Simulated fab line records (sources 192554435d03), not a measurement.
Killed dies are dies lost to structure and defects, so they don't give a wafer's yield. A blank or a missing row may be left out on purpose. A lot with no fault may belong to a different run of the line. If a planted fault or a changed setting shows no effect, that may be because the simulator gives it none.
Matching of chambers	flow n5Finfet	4 sister chambers for N5_BEOL_M6_ALD_77 on aldMetal-02
The step deposits TaN, target thk 2 nm, pulse time 2 s, purge time 3 s. 18 wafers are shown with their chamber, then 9 later ones without.

EACH WAFER AND ITS CHAMBER
wafer	chamber	heaterPowerW (W)	precursorVesselPressureTorr (Torr)	mfcCarrierSccm (sccm)
L075.1	3	439	26.31	1500
L075.4	2	328	26.28	1491
L075.6	0	367	26.26	1505
L078.1	2	324	26.17	1507
L078.2	3	439	26.24	1500
L078.3	0	360	26.25	1505
L083.3	0	370	26.24	1492
L083.5	0	358	26.19	1500
L083.6	3	446	26.26	1499
L086.3	2	326	26.12	1504
L086.4	0	372	26.28	1505
L086.6	0	369	26.28	1498
L088.2	2	333	26.14	1496
L088.4	1	371	26.20	1496
L088.6	2	326	26.20	1500
L089.1	3	432	26.25	1496
L089.3	2	327	26.29	1497
L089.6	2	332	26.30	1495

SIGNATURES (means of the wafers above)
reading	chamber 0	chamber 1	chamber 2	chamber 3	scatter within a chamber
heaterPowerW	366.00	371.00	328.00	439.00	4.83
precursorVesselPressureTorr	26.2500	26.2000	26.2143	26.2650	0.0551
mfcCarrierSccm	1500.83	1496.00	1498.57	1498.75	4.86
Rule: for each reading, subtract the chamber's mean from the wafer's reading, divide by that reading's scatter and square the result; add these up over the readings and take the root, which gives the wafer's distance from the chamber. If the next closest chamber is less than 2 further off than the closest, the wafer can't be placed; otherwise it belongs to the closest. The scatter is the square root of a quotient: the sum, over the shown wafers, of each reading's squared deviation from its chamber's mean, divided by wafers minus chambers.

WAFERS MISSING THEIR CHAMBER
wafer	heaterPowerW (W)	precursorVesselPressureTorr (Torr)	mfcCarrierSccm (sccm)
L091.3	332	26.19	1497
L091.4	450	26.23	1496
L091.6	324	26.28	1503
L093.2	363	26.31	1505
L093.5	368	26.25	1502
L093.6	375	26.30	1494
L094.2	341	26.24	1499
L094.4	434	26.14	1497
L094.5	429	26.13	1502

THE CHAMBER EACH PASSED THROUGH
wafer	from the rows above	in truth
L091.3	2	2
L091.4	3	3
L091.6	2	2
L093.2	can't be placed: 0 or 1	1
L093.5	can't be placed: 0 or 1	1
L093.6	can't be placed: 1 or 0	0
L094.2	2	2
L094.4	3	3
L094.5	3	3
Correctly placed: 6 of 9. From these rows, 3 cannot be placed; in 3 the true chamber is one of the candidates. Wrongly placed: 0.
